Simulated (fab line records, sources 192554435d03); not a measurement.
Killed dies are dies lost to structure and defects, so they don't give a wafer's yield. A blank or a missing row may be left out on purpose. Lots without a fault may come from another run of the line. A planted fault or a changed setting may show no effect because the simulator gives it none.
Chamber matching | flow n5_finfet | N5_MOL_CONTACT_COAG_ETCH_48 on rie_diel-02: 3 sister chambers
The step etches SiOC in C4F6/O2, target depth 15 nm, overetch 4.5 nm, time 17 s. 14 wafers are shown with their chamber, then 5 later ones without.

WAFERS WITH THEIR CHAMBER
wafer  | chamber | rf_vpp_V (V) | drypump_motor_current_A (A) | showerhead_plenum_p_Torr (Torr)
L075.3 | 3       | 1597         | 4.9                         | 2.88
L075.4 | 2       | 1553         | 5.8                         | 3.02
L075.6 | 0       | 1663         | 6.1                         | 2.73
L076.1 | 2       | 1554         | 5.8                         | 3.02
L076.2 | 0       | 1664         | 6.1                         | 2.72
L076.6 | 2       | 1554         | 5.8                         | 3.02
L080.1 | 0       | 1661         | 6.2                         | 2.72
L080.2 | 2       | 1553         | 5.8                         | 3.02
L080.6 | 3       | 1597         | 4.9                         | 2.87
L082.2 | 0       | 1662         | 6.2                         | 2.72
L082.4 | 3       | 1596         | 4.9                         | 2.87
L082.5 | 2       | 1553         | 5.8                         | 3.02
L087.3 | 2       | 1554         | 5.8                         | 3.01
L087.4 | 3       | 1597         | 4.9                         | 2.87

SIGNATURES (means of the wafers above)
reading                  | chamber 0 | chamber 2 | chamber 3 | scatter within a chamber
rf_vpp_V                 | 1662.50   | 1553.50   | 1596.75   | 0.812
drypump_motor_current_A  | 6.150     | 5.800     | 4.900     | 0.0302
showerhead_plenum_p_Torr | 2.7225    | 3.0183    | 2.8725    | 0.00461
Rule: a wafer's distance from a chamber is the root of the sum, over the readings, of the square of ((its reading less the chamber's mean) divided by the reading's scatter). The wafer belongs to the nearest chamber; if the next one is less than 2 further off, it can't be placed. The scatter: the root of (the sum of the squares of (reading less its chamber's mean) over the shown wafers, divided by (wafers less chambers)).

WAFERS WITHOUT THEIR CHAMBER
wafer  | rf_vpp_V (V) | drypump_motor_current_A (A) | showerhead_plenum_p_Torr (Torr)
L087.6 | 1597         | 4.9                         | 2.87
L092.1 | 1596         | 4.9                         | 2.86
L092.3 | 1662         | 6.1                         | 2.71
L097.2 | 1597         | 4.9                         | 2.86
L097.5 | 1595         | 4.8                         | 2.86

WHICH CHAMBER EACH WENT THROUGH
wafer  | from the rows above | in truth
L087.6 | 3                   | 3
L092.1 | 3                   | 3
L092.3 | 0                   | 0
L097.2 | 3                   | 3
L097.5 | 3                   | 3
Placed correctly: 5 of 5. Can't be placed from these rows: 0. Placed wrongly: 0.
